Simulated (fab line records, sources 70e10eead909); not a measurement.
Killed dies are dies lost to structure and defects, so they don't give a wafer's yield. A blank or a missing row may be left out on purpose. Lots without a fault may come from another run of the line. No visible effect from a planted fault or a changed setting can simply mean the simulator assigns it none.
fab line records + flow nand-harc
record
- lots=14
- wafers=42
- last-day=34
route steps=1302 shown A_DECK1_JOINT@518
lots untouched by any fault: they come from a run of this same line in which no faults occurred
start-h: hours from the record's opening day to when the first of the lot's shown wafers began + wait-h: time in hours since the lot's previous step + " unchanged from the row above + L1.1+2: several wafers, shown together as one row + - value missing, or start not given + * or withheld: withheld + < > ~ a bound
route shown NAME@n: names a module that has steps shown in the file, with the first one's number in the route + usual: mean and standard deviation over wafers with no fault + same: alike in all rows + chamber/n: place in a boat + sites: each site's reading + _std_site: standard deviation of those values + _edge_site: outer sites' mean less inner sites' + radius-mm: for every site, how far away it sits from the centre of the wafer + mask NAME#n: copy n + behind: tool/chamber where the wafer was last shaped + hold: what put the lot on hold/how long, in hours/how the hold closed + device: names the non-switching transistor (n, p or np) + end of line: tests run on the same wafers once the route is complete + step lacking rows: just its recipe + killed: not the wafer's yield, but the dies lost to structure and defects at the first sort + map: the dies of a wafer, with x for killed, . for not killed, _ for no die there
set.NAME: the setting as run; set.NAME@STEP: as run at that earlier step + model.NAME: the simulator's own value behind a step, which no gauge read
steps of the route over a sample of lots; a table a step, a row a wafer
services: the hour from which a tool's chamber was out of use, counted from the record's first day as start-h (under 0 if before that day), plus the number of hours and why
## steps
# step NHARC_A_DECK1_JOINT_ETCHBACK_07
# recipe
- target-depth-a=1050
- time-s=26.9
- hbr-flow-sccm=150
- rf-w=350
- icp-w=350
- bias-w=60
- chemistry=HBr
# usual
- drypump-motor-current-A=5.3/0.35
- he-backside-leak-sccm=2.71/0.15
- oes-product-au=0.998/0.0092
- throttle-valve-pct=23.267/0.0092
| lot.wafer | tool      | chamber | start-h | wait-h | drypump-motor-current-A | he-backside-leak-sccm | oes-product-au | rf-hours-counter-h | throttle-valve-pct |
|-----------|-----------|---------|---------|--------|-------------------------|-----------------------|----------------|--------------------|--------------------|
| L765.1    | rie-si-06 | 0       | 246.08  | 0.1    | 5.4                     | 2.67                  | 1.006          | 1.1                | 23.266             |
| L765.2    | "         | 2       | "       | "      | 5.9                     | 2.71                  | 0.988          | 1.1                | 23.269             |
| L765.5    | "         | 0       | "       | "      | 5.4                     | 2.57                  | 1.007          | -                  | 23.265             |
| L764.2    | rie-si-01 | 2       | 246.09  | 0.1    | 4.8                     | 2.48                  | 0.974          | 0.2                | 23.265             |
| L764.3    | "         | 0       | "       | "      | 5.6                     | 2.57                  | 1.002          | 0.3                | 23.267             |
| L764.5    | "         | 1       | "       | "      | 5.1                     | 2.75                  | 1.005          | -                  | 23.261             |
| L763.4    | rie-si-05 | 1       | 253.85  | 0.1    | 5.1                     | 2.64                  | 0.987          | 0.7                | 23.272             |
| L763.3    | "         | 2       | "       | "      | 5.0                     | 2.64                  | 1.004          | 0.7                | 23.268             |
| L763.5    | "         | 1       | "       | "      | 5.2                     | 2.62                  | 0.974          | -                  | 23.247             |
| L771.1    | rie-si-05 | 1       | 320.27  | 0.1    | 5.2                     | 2.90                  | 0.986          | 0.0                | 23.278             |
| L771.5    | "         | 1       | "       | "      | 5.2                     | 2.74                  | 1.001          | -                  | 23.262             |
| L771.6    | "         | 2       | "       | "      | 5.0                     | 2.59                  | 1.001          | -                  | 23.265             |
| L770.1    | rie-si-01 | 0       | 320.29  | 0.1    | 5.7                     | 2.56                  | 0.990          | 0.6                | 23.284             |
| L770.2    | "         | 1       | "       | "      | 5.1                     | 2.74                  | 1.000          | 0.6                | 23.274             |
| L770.4    | "         | 1       | "       | "      | 5.1                     | 2.71                  | 1.009          | -                  | 23.257             |
| L777.4    | rie-si-06 | 2       | 380.38  | 0.1    | 5.9                     | 2.62                  | 0.985          | 0.8                | 23.272             |
| L777.1    | "         | 3       | "       | "      | 6.0                     | 2.74                  | 0.994          | 0.8                | 23.255             |
| L777.6    | "         | 2       | "       | "      | 5.9                     | 2.54                  | 0.998          | -                  | 23.271             |
| L778.2    | rie-si-01 | 0       | 380.38  | 0.1    | 5.6                     | 2.50                  | 0.997          | 0                  | 23.264             |
| L778.3    | "         | 2       | "       | "      | 4.8                     | 2.61                  | 1.009          | 0                  | 23.271             |
| L778.6    | "         | 3       | "       | "      | 5.9                     | 2.83                  | 0.983          | -                  | 23.277             |
| L776.4    | rie-si-05 | 1       | 384.26  | 0.1    | 5.2                     | 2.80                  | 1.003          | 0.5                | 23.255             |
| L776.1    | "         | 0       | "       | "      | 5.6                     | 3.13                  | 0.990          | 0.5                | 23.265             |
| L776.6    | "         | 1       | "       | "      | 5.2                     | 2.76                  | 1.000          | -                  | 23.271             |
| L780.2    | rie-si-06 | 0       | 405.11  | 0.1    | 5.4                     | 2.45                  | 0.990          | 1.0                | 23.279             |
| L780.1    | "         | 2       | "       | "      | 5.9                     | 2.69                  | 1.002          | 0.9                | 23.263             |
| L780.3    | "         | 3       | "       | "      | 6.0                     | 2.81                  | 0.999          | 1.0                | 23.269             |
| L781.3    | rie-si-05 | 2       | 411.46  | 0.1    | 5.0                     | 2.75                  | 0.992          | 0.7                | 23.263             |
| L781.4    | "         | 0       | "       | "      | 5.6                     | 2.90                  | 0.994          | 0.6                | 23.262             |
| L781.6    | "         | 2       | "       | "      | 5.0                     | 2.77                  | 0.992          | -                  | 23.273             |
| L782.2    | rie-si-01 | 1       | 424.03  | 0.1    | 5.1                     | 2.74                  | 0.987          | 0.2                | 23.266             |
| L782.4    | "         | 2       | "       | "      | 4.8                     | 2.50                  | 1.010          | 0.3                | 23.290             |
| L782.5    | "         | 2       | "       | "      | 4.8                     | 2.72                  | 1.009          | -                  | 23.265             |
| L783.4    | rie-si-05 | 3       | 432.00  | 0.1    | 5.2                     | 2.85                  | 1.012          | 0.8                | 23.278             |
| L783.3    | "         | 1       | "       | "      | 5.2                     | 2.66                  | 0.986          | 0.8                | 23.264             |
| L783.1    | "         | 2       | "       | "      | 5.0                     | 2.55                  | 0.984          | 0.8                | 23.246             |
| L785.1    | rie-si-01 | 2       | 461.14  | 0.1    | 4.8                     | 2.63                  | 0.997          | 0.5                | 23.261             |
| L785.3    | "         | 3       | "       | "      | 5.9                     | 2.66                  | 0.982          | 0.5                | 23.278             |
| L785.6    | "         | 0       | "       | "      | 5.6                     | 2.46                  | 1.001          | -                  | 23.263             |
| L786.2    | rie-si-05 | 0       | 465.91  | 0.1    | 5.6                     | 2.91                  | 0.995          | 1.0                | 23.267             |
| L786.1    | "         | 1       | "       | "      | 5.2                     | 2.62                  | 1.001          | 0.9                | 23.274             |
| L786.5    | "         | 2       | "       | "      | 5.0                     | 2.78                  | 0.995          | -                  | 23.270             |
# step NHARC_A_DECK1_JOINT_CMP_13
# recipe
- target-thk-nm=51.023
# usual
- edge-zone-pressure-frac=1.000/0.005
- motor-current-A=11.8/1
- time-to-endpoint-s=9.7/2.4
| lot.wafer | tool   | chamber | start-h | wait-h | edge-zone-pressure-frac | motor-current-A | time-to-endpoint-s |
|-----------|--------|---------|---------|--------|-------------------------|-----------------|--------------------|
| L765.2    | cmp-02 | 0       | 256.21  | 0.4    | 0.999                   | 11.5            | 7.8                |
| L765.1    | "      | 3       | "       | "      | 0.998                   | 11.9            | 7.1                |
| L765.5    | "      | 0       | "       | "      | 1.003                   | 11.1            | 7.3                |
| L764.3    | cmp-04 | 3       | 256.23  | 0.4    | 1.006                   | 11.7            | 11.3               |
| L764.2    | "      | 0       | "       | "      | 1.005                   | 11.4            | 7.4                |
| L764.5    | "      | 0       | "       | "      | 1.002                   | 12.3            | 7.7                |
| L763.3    | cmp-02 | 1       | 264.21  | 0.4    | 0.999                   | 13.0            | 9.5                |
| L763.4    | "      | 2       | "       | "      | 0.999                   | 9.7             | 7.9                |
| L763.5    | "      | 3       | "       | "      | 0.996                   | 12.1            | 8.0                |
| L770.2    | cmp-02 | 0       | 330.56  | 0.4    | 0.999                   | 11.8            | 10.4               |
| L770.4    | "      | 1       | "       | "      | 1.009                   | 13.5            | 9.4                |
| L770.1    | "      | 2       | "       | "      | 1.003                   | 10.6            | 9.1                |
| L771.1    | cmp-03 | 3       | 330.61  | 0.4    | 1.000                   | 12.0            | 12.7               |
| L771.5    | "      | 0       | "       | "      | 1.010                   | 13.5            | 12.8               |
| L771.6    | "      | 1       | "       | "      | 0.996                   | 11.6            | 11.3               |
| L777.4    | cmp-03 | 0       | 390.66  | 0.4    | 1.002                   | 13.5            | 9.8                |
| L777.1    | "      | 1       | "       | "      | 1.002                   | 11.9            | 10.6               |
| L777.6    | "      | 0       | "       | "      | 1.000                   | 13.7            | 11.0               |
| L778.2    | cmp-02 | 1       | 390.69  | 0.4    | 1.007                   | 12.7            | 8.8                |
| L778.3    | "      | 3       | "       | "      | 0.991                   | 12.1            | 12.5               |
| L778.6    | "      | 0       | "       | "      | 0.998                   | 12.0            | 13.6               |
| L776.1    | cmp-03 | 0       | 395.60  | 0.4    | 1.009                   | 13.4            | 10.9               |
| L776.4    | "      | 3       | "       | "      | 0.996                   | 11.5            | 9.1                |
| L776.6    | "      | 1       | "       | "      | 0.992                   | 12.5            | 9.3                |
| L780.3    | cmp-03 | 1       | 415.71  | 0.4    | 0.999                   | 12.1            | 12.5               |
| L780.1    | "      | 2       | "       | "      | 1.001                   | 10.1            | 12.5               |
| L780.2    | "      | 3       | "       | "      | 0.996                   | 12.2            | 11.4               |
| L781.4    | cmp-02 | 3       | 421.77  | 0.4    | 0.994                   | 12.0            | 12.5               |
| L781.3    | "      | 0       | "       | "      | 0.991                   | 11.4            | 12.0               |
| L781.6    | "      | 0       | "       | "      | 0.994                   | 11.6            | 12.1               |
| L782.2    | cmp-03 | 3       | 434.22  | 0.4    | 1.000                   | 11.8            | 12.3               |
| L782.4    | "      | 0       | "       | "      | 1.002                   | 13.9            | 9.5                |
| L782.5    | "      | 2       | "       | "      | 1.003                   | 9.8             | 12.0               |
| L783.1    | cmp-02 | 3       | 442.28  | 0.4    | 1.003                   | 12.3            | 9.4                |
| L783.4    | "      | 0       | "       | "      | 0.994                   | 11.4            | 7.1                |
| L783.3    | "      | 2       | "       | "      | 1.008                   | 10.4            | 5.5                |
| L785.3    | cmp-02 | 3       | 471.41  | 0.4    | 0.996                   | 12.7            | 11.1               |
| L785.1    | "      | 1       | "       | "      | 0.997                   | 13.0            | 7.7                |
| L785.6    | "      | 3       | "       | "      | 0.998                   | 12.5            | 9.5                |
| L786.2    | cmp-04 | 2       | 476.12  | 0.4    | 1.000                   | 11.6            | 2.3                |
| L786.1    | "      | 1       | "       | "      | 0.999                   | 10.6            | 5.3                |
| L786.5    | "      | 3       | "       | "      | 1.000                   | 12.5            | 7.3                |
# step NHARC_A_DECK1_JOINT_ANNEAL_27
# recipe
- temp-c=400
- time-s=3600
- idle-temp-c=300
- ramp-up-c-per-min=10
- densification-p-h2o-torr=640
# usual
- densification-p-h2o-torr=639.9/1.3
- ramp-up-c-per-min=10.000/0.0017
- spike-tc-centre-C=401.2/1.3
- tube-center-temp-C=400.00/0.042
| lot.wafer | tool       | chamber | start-h | wait-h | densification-p-h2o-torr | ramp-up-c-per-min | spike-tc-centre-C | tube-center-temp-C |
|-----------|------------|---------|---------|--------|--------------------------|-------------------|-------------------|--------------------|
| L764.2    | furnace-02 | 0       | 268.65  | 5.3    | 642.7                    | 9.9989            | 401.2             | 400.03             |
| L764.3    | "          | 0       | "       | "      | 639.2                    | 9.9982            | 402.8             | 400.03             |
| L764.5    | "          | 0       | "       | "      | 640.8                    | 9.9996            | 402.2             | 400.03             |
| L765.1    | furnace-02 | 0       | 268.65  | 5.2    | 642.4                    | 9.9986            | 401.9             | 400.04             |
| L765.2    | "          | 0       | "       | "      | 640.3                    | 10.000            | 401.0             | 400.01             |
| L765.5    | "          | 0       | "       | "      | 640.5                    | 10.002            | 401.6             | 400.06             |
| L763.3    | furnace-05 | 0       | 274.40  | 3.0    | 639.7                    | 10.002            | 398.5             | 400.04             |
| L763.4    | "          | 0       | "       | "      | 638.6                    | 10.003            | 399.5             | 400.02             |
| L763.5    | "          | 0       | "       | "      | 638.9                    | 10.001            | 398.4             | 399.93             |
| L770.1    | furnace-05 | -       | 342.94  | 5.2    | -                        | -                 | -                 | -                  |
| L770.2    | "          | -       | "       | "      | -                        | -                 | -                 | -                  |
| L770.4    | "          | -       | "       | "      | -                        | -                 | -                 | -                  |
| L771.1    | furnace-05 | -       | 342.94  | 5.2    | -                        | -                 | -                 | -                  |
| L771.5    | "          | -       | "       | "      | -                        | -                 | -                 | -                  |
| L771.6    | "          | -       | "       | "      | -                        | -                 | -                 | -                  |
| L777.1    | furnace-02 | 0       | 401.97  | 2.9    | 640.2                    | 9.9995            | 402.5             | 399.99             |
| L777.4    | "          | 0       | "       | "      | 640.2                    | 10.001            | 399.8             | 399.90             |
| L777.6    | "          | 0       | "       | "      | 639.3                    | 10.003            | 402.1             | 399.98             |
| L778.2    | furnace-02 | 0       | 401.97  | 2.9    | 639.0                    | 9.9971            | 401.8             | 399.99             |
| L778.3    | "          | 0       | "       | "      | 640.4                    | 10.000            | 401.4             | 399.98             |
| L778.6    | "          | 0       | "       | "      | 641.1                    | 9.9980            | 401.4             | 400.01             |
| L776.1    | furnace-02 | 0       | 405.46  | 2.7    | 638.5                    | 10.003            | 400.6             | 399.99             |
| L776.4    | "          | 0       | "       | "      | 638.7                    | 10.000            | 403.8             | 399.97             |
| L776.6    | "          | 0       | "       | "      | 640.0                    | 10.000            | 401.6             | 399.93             |
| L780.1    | furnace-02 | 0       | 425.59  | 2.7    | 639.3                    | 10.002            | 402.0             | 400.01             |
| L780.2    | "          | 0       | "       | "      | 640.1                    | 10.001            | 402.1             | 399.98             |
| L780.3    | "          | 0       | "       | "      | 639.0                    | 10.001            | 402.0             | 400.00             |
| L781.3    | furnace-02 | 0       | 432.01  | 2.9    | 639.7                    | 9.9982            | 399.8             | 399.98             |
| L781.4    | "          | 0       | "       | "      | 638.2                    | 9.9993            | 399.9             | 400.07             |
| L781.6    | "          | 0       | "       | "      | 637.7                    | 9.9976            | 402.3             | 399.98             |
| L782.2    | furnace-02 | 0       | 444.02  | 2.7    | 639.2                    | 9.9989            | 401.8             | 399.99             |
| L782.4    | "          | 0       | "       | "      | 638.9                    | 10.000            | 400.9             | 400.00             |
| L782.5    | "          | 0       | "       | "      | 639.4                    | 10.002            | 402.2             | 399.93             |
| L783.1    | furnace-02 | 0       | 452.18  | 2.7    | 639.6                    | 9.9986            | 400.4             | 400.07             |
| L783.3    | "          | 0       | "       | "      | 640.7                    | 10.002            | 401.7             | 399.97             |
| L783.4    | "          | 0       | "       | "      | 640.2                    | 10.002            | 402.8             | 400.03             |
| L785.1    | furnace-02 | 0       | 481.21  | 2.7    | 639.5                    | 10.001            | 402.6             | 400.00             |
| L785.3    | "          | 0       | "       | "      | 639.1                    | 9.9985            | 399.5             | 399.96             |
| L785.6    | "          | 0       | "       | "      | 639.3                    | 9.9992            | 401.6             | 400.00             |
| L786.1    | furnace-02 | 0       | 487.22  | 3.9    | 641.1                    | 10.002            | 401.1             | 399.95             |
| L786.2    | "          | 0       | "       | "      | 639.0                    | 10.000            | 401.5             | 399.99             |
| L786.5    | "          | 0       | "       | "      | 641.2                    | 9.9994            | 400.7             | 400.02             |
# step NHARC_A_DECK1_JOINT_CMP_02
# recipe
- material=SiOx
# usual
- edge-zone-pressure-frac=1.001/0.0049
- motor-current-A=11.8/0.91
| lot.wafer | tool   | chamber | start-h | wait-h | edge-zone-pressure-frac | motor-current-A |
|-----------|--------|---------|---------|--------|-------------------------|-----------------|
| L764.3    | cmp-03 | 2       | 279.96  | 0.4    | 0.999                   | 10.5            |
| L764.2    | "      | 1       | "       | "      | 0.994                   | 12.7            |
| L764.5    | "      | 2       | "       | "      | 1.006                   | 10.0            |
| L765.1    | cmp-02 | 1       | 280.01  | 0.4    | 1.000                   | 12.1            |
| L765.2    | "      | 2       | "       | "      | 1.001                   | 10.5            |
| L765.5    | "      | 3       | "       | "      | 1.000                   | 12.5            |
| L763.3    | cmp-02 | 0       | 290.75  | 0.4    | 0.995                   | 11.5            |
| L763.4    | "      | 1       | "       | "      | 0.997                   | 12.3            |
| L763.5    | "      | 3       | "       | "      | 1.003                   | 12.7            |
| L770.4    | cmp-04 | 3       | 359.05  | 0.4    | 0.992                   | 12.7            |
| L770.2    | "      | 0       | "       | "      | 0.998                   | 11.8            |
| L770.1    | "      | 1       | "       | "      | 1.004                   | 10.9            |
| L771.1    | cmp-02 | 1       | 359.10  | 0.4    | 0.998                   | 13.2            |
| L771.5    | "      | 2       | "       | "      | 0.997                   | 10.7            |
| L771.6    | "      | 3       | "       | "      | 1.003                   | 12.6            |
| L778.3    | cmp-03 | 2       | 413.20  | 0.4    | 0.997                   | 10.7            |
| L778.2    | "      | 3       | "       | "      | 1.007                   | 12.4            |
| L778.6    | "      | 2       | "       | "      | 1.002                   | 10.7            |
| L777.4    | cmp-04 | 3       | 413.20  | 0.4    | 1.003                   | 12.6            |
| L777.1    | "      | 0       | "       | "      | 1.004                   | 12.5            |
| L777.6    | "      | 0       | "       | "      | 1.006                   | 12.3            |
| L776.4    | cmp-02 | 0       | 413.25  | 0.4    | 0.998                   | 10.6            |
| L776.1    | "      | 1       | "       | "      | 1.000                   | 12.5            |
| L776.6    | "      | 3       | "       | "      | 1.007                   | 12.2            |
| L780.2    | cmp-02 | 1       | 437.24  | 0.4    | 1.001                   | 12.7            |
| L780.3    | "      | 3       | "       | "      | 1.005                   | 12.6            |
| L780.1    | "      | 0       | "       | "      | 1.005                   | 11.6            |
| L781.3    | cmp-03 | 0       | 442.80  | 0.4    | 0.995                   | 13.4            |
| L781.4    | "      | 1       | "       | "      | 0.997                   | 12.1            |
| L781.6    | "      | 0       | "       | "      | 0.991                   | 13.8            |
| L782.4    | cmp-04 | 1       | 456.59  | 0.4    | 1.000                   | 10.9            |
| L782.2    | "      | 3       | "       | "      | 0.998                   | 11.8            |
| L782.5    | "      | 2       | "       | "      | 1.012                   | 12.0            |
| L783.4    | cmp-02 | 3       | 467.33  | 0.4    | 0.999                   | 12.3            |
| L783.1    | "      | 1       | "       | "      | 1.009                   | 12.2            |
| L783.3    | "      | 2       | "       | "      | 1.007                   | 10.5            |
| L785.1    | cmp-04 | 3       | 495.20  | 0.4    | 1.000                   | 11.7            |
| L785.3    | "      | 1       | "       | "      | 0.995                   | 11.2            |
| L785.6    | "      | 0       | "       | "      | 0.999                   | 12.0            |
| L786.1    | cmp-03 | 1       | 500.77  | 0.4    | 0.997                   | 11.9            |
| L786.2    | "      | 3       | "       | "      | 0.997                   | 11.6            |
| L786.5    | "      | 2       | "       | "      | 0.994                   | 10.8            |
## services
| tool      | chamber | start-h | hours | kind   |
|-----------|---------|---------|-------|--------|
| cmp-03    | -       | 228.83  | 4.4   | repair |
| cmp-02    | -       | 241.70  | 4.0   | pm     |
| cmp-03    | -       | 256.67  | 1.6   | repair |
| cmp-03    | -       | 260.00  | 4.0   | pm     |
| cmp-04    | -       | 263.36  | 1.0   | repair |
| rie-si-05 | 0       | 279.83  | 4.7   | repair |
| cmp-03    | -       | 282.58  | 1.6   | repair |
| rie-si-05 | -       | 305.00  | 9.0   | pm     |
| cmp-04    | -       | 307.00  | 4.0   | pm     |
| rie-si-01 | 3       | 319.87  | 5.3   | repair |
| cmp-02    | -       | 339.70  | 4.0   | pm     |
| rie-si-01 | -       | 341.57  | 0.3   | repair |
| cmp-03    | -       | 344.63  | 0.7   | repair |
| cmp-03    | -       | 358.00  | 4.0   | pm     |
| rie-si-05 | 3       | 380.26  | 4.0   | repair |
| cmp-04    | -       | 405.00  | 4.0   | pm     |
| cmp-02    | -       | 405.76  | 0.5   | repair |
| cmp-03    | -       | 411.92  | 0.5   | repair |
| rie-si-05 | 2       | 420.46  | 1.1   | repair |
| cmp-02    | -       | 432.12  | 1.3   | repair |
| cmp-02    | -       | 437.70  | 4.0   | pm     |
| cmp-02    | -       | 446.95  | 2.0   | repair |
| cmp-03    | -       | 456.00  | 4.0   | pm     |
| rie-si-05 | -       | 482.00  | 9.0   | pm     |
## key
first-sign
- step=NHARC_A_DECK1_JOINT_ANNEAL_27
- reading=tool-record
- direction=missing
effect none on later readings
met-at NHARC_A_DECK1_JOINT_ANNEAL_27
struck-lots L770,L771
later-rows-left-out L770.1,L770.2,L770.4,L771.1,L771.5,L771.6
sort-left-out L770.1,L770.2,L770.4,L771.1,L771.5,L771.6
tester-left-out L770,L771
not-acting-at NHARC_A_DECK1_JOINT_ETCHBACK_07,NHARC_A_DECK1_JOINT_CMP_13,NHARC_A_DECK1_JOINT_CMP_02
onset-between 274.40 342.94
fault
- kind=skipped-step-whole
- tool=furnace-05
- chamber=-
- onset-h=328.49
- steps=NHARC_A_DECK1_JOINT_ANNEAL_27
- scope=struck-lots-only
# tester-left-out: of these lots the tester's yield and bins aren't shown, on N5 and GAA mostly nor the transistor test; their killed dies are dies lost to structure and defects alone, not to doping, threshold or leakage, so they don't give the yield
# sort-left-out: the simulated sort isn't trusted on such a fault, so these wafers' sort isn't shown, and their yield isn't known
# later-rows-left-out: the simulator's readings of these wafers behind a module that went badly wrong aren't trusted and aren't shown, but for the sort
